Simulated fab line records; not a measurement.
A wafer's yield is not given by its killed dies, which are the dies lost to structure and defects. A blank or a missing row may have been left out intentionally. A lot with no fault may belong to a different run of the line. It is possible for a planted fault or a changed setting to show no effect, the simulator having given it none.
fab line records	flow n5-finfet
record lots=9	wafers=27	last-day=17
route steps=1938 shown FIN_CUT@164 STI_FIN_REVEAL@196 BEOL_M4@1111
lots that met no fault: from a run of the same line without faults
start-h: the number of hours between the record's first day and the start of the first shown wafer of the lot	wait-h: hours elapsed since this lot's preceding step	" repeats the value in the row above	L1.1+2: one row covering several wafers at once	- value missing, or start not given	* or withheld: withheld	< > ~ a bound
route shown NAME@n: names a module that has steps shown in the file, with the first one's number in the route	usual: the fault-free wafers' mean and standard deviation	same: alike in all rows	chamber/n: place in a boat	sites: the reading at each site	_std_site: how widely they spread, as a standard deviation	_edge_site: outer sites' mean less inner sites'	radius-mm: for every site, how far away it sits from the centre of the wafer	mask NAME#n: copy n	behind: the most recent tool/chamber to have shaped the wafer	hold: reason for holding the lot/hours on hold/outcome of the hold	device: which transistor (n, p or np) failed to switch	end of line: the tests these same wafers got at the end of their route	a step given without rows: its recipe and nothing more	killed: dies that structure and defects cost at the first sort, which is not the same as the wafer's yield	map: a wafer's dies, x killed, . not, _ none there
set.NAME: the setting as run; set.NAME@STEP: as run at that earlier step	model.NAME: the simulator's own value behind a step, which no gauge read
route steps across a sampled set of lots; one table per step, one row per wafer
services: when a tool's chamber went out of use (start-h, in hours from the record's first day, below 0 if earlier), for how many hours, and the reason
## steps
# step N5_FIN_CUT_OVL_MEAS_09
# recipe points-per-wafer=522
# usual FIN_CUT_OVL=0.0/0.76
lot.wafer	tool	chamber	start-h	wait-h	FIN_CUT_OVL[nm]
L455.2	overlay-02	0	27.28	0.0	0.0
L455.3	"	0	"	"	-0.2
L455.6	"	0	"	"	-0.6
L456.1	overlay-01	0	32.40	0.0	-0.8
L456.3	"	0	"	"	0.3
L456.5	"	0	"	"	0.0
L457.2	overlay-02	0	38.83	0.0	-0.2
L457.3	"	0	"	"	0.2
L457.5	"	0	"	"	-0.1
L459.2	overlay-02	0	51.25	0.0	-0.5
L459.4	"	0	"	"	-0.9
L459.6	"	0	"	"	0.7
L465.1	overlay-02	0	89.71	0.0	0.7
L465.2	"	0	"	"	-0.3
L465.4	"	0	"	"	0.6
L466.2	overlay-02	0	94.12	0.0	0.7
L466.3	"	0	"	"	0.9
L466.5	"	0	"	"	0.0
L471.1	overlay-02	0	122.82	0.0	-0.8
L471.2	"	0	"	"	-0.9
L471.6	"	0	"	"	0.1
L473.1	overlay-01	0	136.67	0.0	0.7
L473.2	"	0	"	"	1.9
L473.6	"	0	"	"	1.0
L476.1	overlay-02	0	154.42	0.0	0.9
L476.2	"	0	"	"	-0.2
L476.4	"	0	"	"	0.8
# step N5_FIN_CUT_CUT_ETCH_15
# recipe chemistry=HBr/Cl2/O2	target=Si	target-depth-a=1000	bt-time-s=10	mask-material=SOC	time-s=42.4	ion-energy-ev=*	bias-w=*	pressure-mtorr=10	icp-w=800	HBr_flow_sccm=150	Cl2_flow_sccm=80	O2_flow_sccm=12
# usual O2_flow_sccm=12.01/0.036	drypump-motor-current-A=5.8/0.32	oes-product-au=1.005/0.013	throttle-valve-pct=37.1/0.33
# same bt-time-s=10
lot.wafer	tool	chamber	start-h	wait-h	O2_flow_sccm	drypump-motor-current-A	oes-product-au	rf-hours-counter-h	throttle-valve-pct
L455.2	rie-si-02	0	28.31	0.1	11.94	5.7	0.981	55	36.8
L455.3	"	2	"	"	11.95	6.3	0.999	30	36.9
L455.6	"	0	"	"	11.97	5.6	0.981	-	36.8
L456.1	rie-si-05	3	33.54	0.1	11.97	6.1	1.002	82	37.8
L456.3	"	0	"	"	12.00	5.9	1.024	26	36.9
L456.5	"	1	"	"	11.94	5.4	0.995	-	37.5
L457.2	rie-si-05	1	39.72	0.1	12.04	5.4	0.999	127	37.5
L457.3	"	3	"	"	12.01	6.1	0.988	83	37.8
L457.5	"	1	"	"	12.04	5.4	0.999	-	37.5
L459.2	rie-si-02	3	52.14	0.1	11.97	5.2	1.015	12	37.5
L459.4	"	0	"	"	12.02	5.6	0.979	55	36.8
L459.6	"	2	"	"	11.99	6.4	0.997	-	36.9
L465.1	rie-si-05	0	90.64	0.1	12.01	5.9	1.014	27	36.9
L465.2	"	1	"	"	11.95	5.4	0.996	128	37.5
L465.4	"	3	"	"	11.98	6.1	0.998	83	37.8
L466.2	rie-si-05	1	94.83	0.1	11.97	5.4	0.986	128	37.6
L466.3	"	0	"	"	12.06	5.9	1.024	27	36.9
L466.5	"	3	"	"	11.99	6.1	1.011	-	37.8
L471.1	rie-si-05	0	123.81	0.1	12.04	5.9	1.023	28	36.9
L471.2	"	1	"	"	12.04	5.5	0.995	129	37.5
L471.6	"	0	"	"	12.08	5.8	1.023	-	36.9
L473.1	rie-si-06	2	137.41	0.1	11.99	5.4	0.998	43	37.0
L473.2	"	1	"	"	12.04	6.1	1.025	25	37.2
L473.6	"	0	"	"	12.03	6.0	1.000	-	36.7
L476.1	rie-si-02	3	155.94	0.1	12.02	5.2	1.025	14	37.5
L476.2	"	0	"	"	12.02	5.6	0.983	57	36.8
L476.4	"	1	"	"	11.99	5.7	1.008	73	37.3
# step N5_FIN_CUT_CUT_ETCH_28
# recipe chemistry=HBr/Cl2/O2	target=Si	target-depth-a=60	mask-material=SOC	time-s=2.4	ion-energy-ev=*	bias-w=*	pressure-mtorr=10	icp-w=800	HBr_flow_sccm=150	Cl2_flow_sccm=80	O2_flow_sccm=12
# usual O2_flow_sccm=12.00/0.034	drypump-motor-current-A=5.8/0.32	oes-product-au=1.004/0.013	throttle-valve-pct=37.1/0.33
lot.wafer	tool	chamber	start-h	wait-h	O2_flow_sccm	drypump-motor-current-A	oes-product-au	rf-hours-counter-h	throttle-valve-pct
L455.2	rie-si-02	0	28.36	0.0	11.99	5.6	0.979	55	36.8
L455.3	"	2	"	"	12.02	6.3	0.995	30	36.9
L455.6	"	0	"	"	12.02	5.6	0.985	-	36.8
L456.1	rie-si-05	3	33.59	0.0	11.92	6.1	1.005	82	37.8
L456.3	"	0	"	"	12.01	5.9	1.018	26	36.9
L456.5	"	1	"	"	11.96	5.5	0.991	-	37.5
L457.2	rie-si-05	1	39.77	0.0	12.04	5.4	0.994	127	37.5
L457.3	"	3	"	"	12.01	6.1	1.008	83	37.8
L457.5	"	1	"	"	11.99	5.4	1.000	-	37.5
L459.2	rie-si-02	3	52.19	0.0	12.01	5.2	1.015	12	37.5
L459.4	"	0	"	"	12.01	5.6	0.986	55	36.8
L459.6	"	2	"	"	12.01	6.4	1.000	-	36.9
L465.1	rie-si-05	0	90.70	0.0	11.98	5.9	1.016	27	36.9
L465.2	"	1	"	"	11.96	5.4	0.992	128	37.5
L465.4	"	3	"	"	11.99	6.1	1.010	83	37.8
L466.2	rie-si-05	1	94.89	0.0	12.03	5.4	0.997	128	37.5
L466.3	"	0	"	"	12.03	5.9	1.023	27	36.9
L466.5	"	3	"	"	12.00	6.1	1.001	-	37.8
L471.1	rie-si-05	0	123.86	0.0	11.99	5.9	1.017	28	36.9
L471.2	"	1	"	"	11.97	5.4	0.997	129	37.5
L471.6	"	0	"	"	12.01	5.9	1.015	-	36.9
L473.1	rie-si-06	2	137.46	0.0	11.99	5.4	0.992	43	37.0
L473.2	"	1	"	"	12.02	6.1	1.022	25	37.2
L473.6	"	0	"	"	12.00	6.0	1.004	-	36.7
L476.1	rie-si-02	3	155.99	0.0	12.01	5.2	1.019	14	37.5
L476.2	"	0	"	"	11.96	5.6	0.989	57	36.8
L476.4	"	1	"	"	12.04	5.6	1.024	73	37.3
# step N5_STI_FIN_REVEAL_RECESS_09
# recipe chemistry=HF/NH3	target=SiO2	afs-cycles=11	target-depth-a=425	temp-c=30	sublimation-temp-c=180	sublimation-time-s=60
# usual drypump-motor-current-A=5.84/0.22	foreline-p-Torr=0.1279/0.00031	temp-c=30.00/0.11
lot.wafer	tool	chamber	start-h	wait-h	drypump-motor-current-A	foreline-p-Torr	temp-c
L455.2	vapor-etch-01	1	34.69	0.0	5.56	0.1278	29.86
L455.3	"	0	"	"	5.71	0.1280	29.89
L455.6	"	1	"	"	5.54	0.1282	29.95
L456.1	vapor-etch-02	1	39.74	0.0	6.10	0.1282	30.13
L456.3	"	0	"	"	6.04	0.1277	29.99
L456.5	"	1	"	"	6.09	0.1274	29.88
L457.2	vapor-etch-01	1	47.21	0.0	5.56	0.1281	29.89
L457.3	"	0	"	"	5.68	0.1281	30.00
L457.5	"	1	"	"	5.55	0.1283	30.00
L459.2	vapor-etch-01	1	59.18	0.0	5.55	0.1278	29.88
L459.4	"	0	"	"	5.68	0.1283	29.88
L459.6	"	0	"	"	5.71	0.1281	30.12
L465.1	vapor-etch-02	0	97.52	0.0	6.01	0.1278	30.03
L465.2	"	1	"	"	6.14	0.1273	30.03
L465.4	"	1	"	"	6.12	0.1274	29.82
L466.2	vapor-etch-01	1	101.18	0.0	5.54	0.1279	29.99
L466.3	"	0	"	"	5.71	0.1283	27.69
L466.5	"	1	"	"	5.57	0.1277	30.03
L471.1	vapor-etch-01	0	131.94	0.0	5.69	0.1277	27.65
L471.2	"	1	"	"	5.54	0.1281	30.07
L471.6	"	0	133.00	1.1	5.68	0.1279	27.57
L473.1	vapor-etch-02	0	143.66	0.0	6.00	0.1284	29.99
L473.2	"	1	"	"	6.11	0.1285	29.90
L473.6	"	0	144.72	1.1	6.00	0.1282	29.77
L476.1	vapor-etch-02	0	162.29	0.0	6.00	0.1282	29.96
L476.2	"	1	"	"	6.12	0.1279	29.97
L476.4	"	1	"	"	6.10	0.1276	29.90
# step N5_STI_FIN_REVEAL_FIN_H_MEAS_10
# usual trench-depth-nm=52.0/0.78
lot.wafer	tool	chamber	start-h	wait-h	trench-depth-nm
L455.2	ocd-02	-	37.42	0.0	52.7
L455.3	"	-	"	"	53.0
L455.6	"	-	"	"	52.6
L456.1	ocd-01	-	42.46	0.0	53.2
L456.3	"	-	"	"	51.1
L456.5	"	-	"	"	53.0
L457.2	ocd-02	-	49.91	0.0	50.8
L457.3	"	-	"	"	52.6
L457.5	"	-	"	"	52.6
L459.2	ocd-02	-	62.65	0.0	50.6
L459.4	"	-	"	"	51.5
L459.6	"	-	"	"	51.1
L465.1	ocd-01	-	100.23	0.0	50.7
L465.2	"	-	"	"	51.9
L465.4	"	-	"	"	51.5
L466.2	ocd-02	-	103.88	0.0	50.2
L466.3	"	-	"	"	54.4
L466.5	"	-	"	"	51.6
L471.1	ocd-01	-	134.65	0.0	54.6
L471.2	"	-	"	"	52.5
L471.6	"	-	"	"	54.5
L473.1	ocd-02	-	146.36	0.0	52.5
L473.2	"	-	"	"	52.4
L473.6	"	-	"	"	51.9
L476.1	ocd-02	-	165.10	0.0	51.0
L476.2	"	-	"	"	51.3
L476.4	"	-	"	"	51.0
# step N5_BEOL_M4_RC_MEAS_101
# usual DIBL_N=35.9/1.8	DIBL_P=36.2/2	IOFF_N=0.16/0.031	IOFF_P=0.22/0.041	ION_N=676/11	ION_P=465/8.5	SS_N=71.4/0.64	SS_P=73.2/0.7	VT_N=250/3.5	VT_P=-250/3.9
lot.wafer	tool	chamber	start-h	wait-h	DIBL_N[mV/V]	DIBL_P[mV/V]	IOFF_N[nA/um]	IOFF_P[nA/um]	ION_N[uA/um]	ION_P[uA/um]	SS_N[mV/dec]	SS_P[mV/dec]	VT_N[mV]	VT_P[mV]
L456.1	prober-02	0	172.36	0.0	35.3	37.7	0.15	0.21	681	472	70.8	73.5	250	-250
L456.3	"	0	"	"	34.0	35.3	0.13	0.18	657	456	70.9	73.1	253	-252
L456.5	"	0	"	"	35.9	37.8	0.16	0.22	688	467	70.8	73.5	251	-249
L455.2	prober-01	0	172.38	0.2	35.4	35.3	0.13	0.22	672	466	71.4	72.4	255	-249
L455.3	"	0	"	"	36.9	37.8	0.17	0.29	694	484	71.1	73.3	249	-244
L455.6	"	0	"	"	35.3	34.9	0.14	0.23	674	476	70.7	73.0	252	-246
L457.2	prober-02	0	182.35	0.2	36.6	35.9	0.17	0.19	673	449	71.5	73.4	250	-251
L457.3	"	0	"	"	33.5	32.5	0.11	0.15	657	450	70.8	71.8	252	-254
L457.5	"	0	"	"	35.1	35.4	0.15	0.18	676	457	71.1	72.0	250	-251
L459.2	prober-01	0	195.17	0.2	36.8	36.1	0.18	0.25	681	471	72.3	73.8	249	-244
L459.4	"	0	"	"	36.2	35.4	0.15	0.24	673	474	71.4	74.1	250	-245
L459.6	"	0	"	"	34.8	34.8	0.15	0.23	678	472	71.2	73.0	249	-247
L465.1	prober-01	0	238.30	0.0	36.8	36.0	0.13	0.19	653	450	72.2	72.7	256	-252
L465.2	"	0	"	"	37.4	37.1	0.16	0.21	679	465	71.1	73.3	248	-253
L465.4	"	0	"	"	38.1	37.7	0.18	0.24	680	473	72.2	73.7	249	-250
L466.2	prober-01	0	242.24	0.2	36.9	35.8	0.16	0.21	675	461	72.6	73.1	249	-250
L466.3	"	0	"	"	34.9	33.9	0.14	0.19	699	478	71.6	73.4	250	-252
L466.5	"	0	"	"	37.7	36.8	0.17	0.23	680	463	71.8	73.5	249	-247
L471.1	prober-01	0	266.56	0.0	35.9	35.3	0.18	0.22	716	490	71.7	72.6	244	-248
L471.2	"	0	"	"	35.4	35.0	0.14	0.20	678	468	72.1	72.6	251	-251
L471.6	"	0	"	"	35.3	34.7	0.15	0.21	705	486	71.7	73.2	249	-251
L473.1	prober-02	0	284.66	0.0	36.1	35.7	0.13	0.20	661	461	70.1	73.6	252	-250
L473.2	"	0	"	"	42.1	43.3	0.29	0.37	712	481	71.9	74.9	239	-239
L473.6	"	0	"	"	37.3	37.6	0.16	0.25	677	469	70.5	74.3	250	-246
L476.1	prober-01	0	303.26	0.0	36.2	34.7	0.17	0.22	680	459	71.8	73.0	247	-251
L476.2	"	0	"	"	34.7	33.7	0.14	0.20	669	466	71.2	72.9	249	-251
L476.4	"	0	"	"	34.8	33.1	0.15	0.19	662	458	71.2	71.8	250	-250
## services
tool	chamber	start-h	hours	kind
rie-si-06	-	28.45	2.8	pm
rie-si-06	-	45.60	5.3	repair
rie-si-05	3	70.34	8.0	repair
rie-si-02	-	74.78	2.8	pm
vapor-etch-01	1	87.46	3.2	repair
vapor-etch-02	-	152.97	2.8	pm
vapor-etch-02	-	160.03	0.9	repair
## key
first-sign step=N5_STI_FIN_REVEAL_RECESS_09	reading=temp-c	direction=down	sigmas=21	usual=*	struck=*
effect step=N5_STI_FIN_REVEAL_FIN_H_MEAS_10	reading=trench-depth-nm	direction=up	sigmas=3.2	usual=52.0	struck=54.5
effect step=N5_BEOL_M4_RC_MEAS_101	reading=ION_N	direction=up	sigmas=2.6	usual=676	struck=707
effect step=N5_BEOL_M4_RC_MEAS_101	reading=ION_P	direction=up	sigmas=2.3	usual=465	struck=485
met-at N5_STI_FIN_REVEAL_RECESS_09
struck-lots L466,L471
struck-wafers L466.3,L471.1,L471.6
not-acting-at N5_FIN_CUT_OVL_MEAS_09,N5_FIN_CUT_CUT_ETCH_15,N5_FIN_CUT_CUT_ETCH_28
onset-between 59.18 101.18
fault kind=process-parameter-drift	tool=vapor-etch-01	chamber=0	onset-h=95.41	steps=N5_STI_FIN_REVEAL_RECESS_09	channel=temp-c	offset=*	shape=step	end-h=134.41	acts-in=*	stated=*
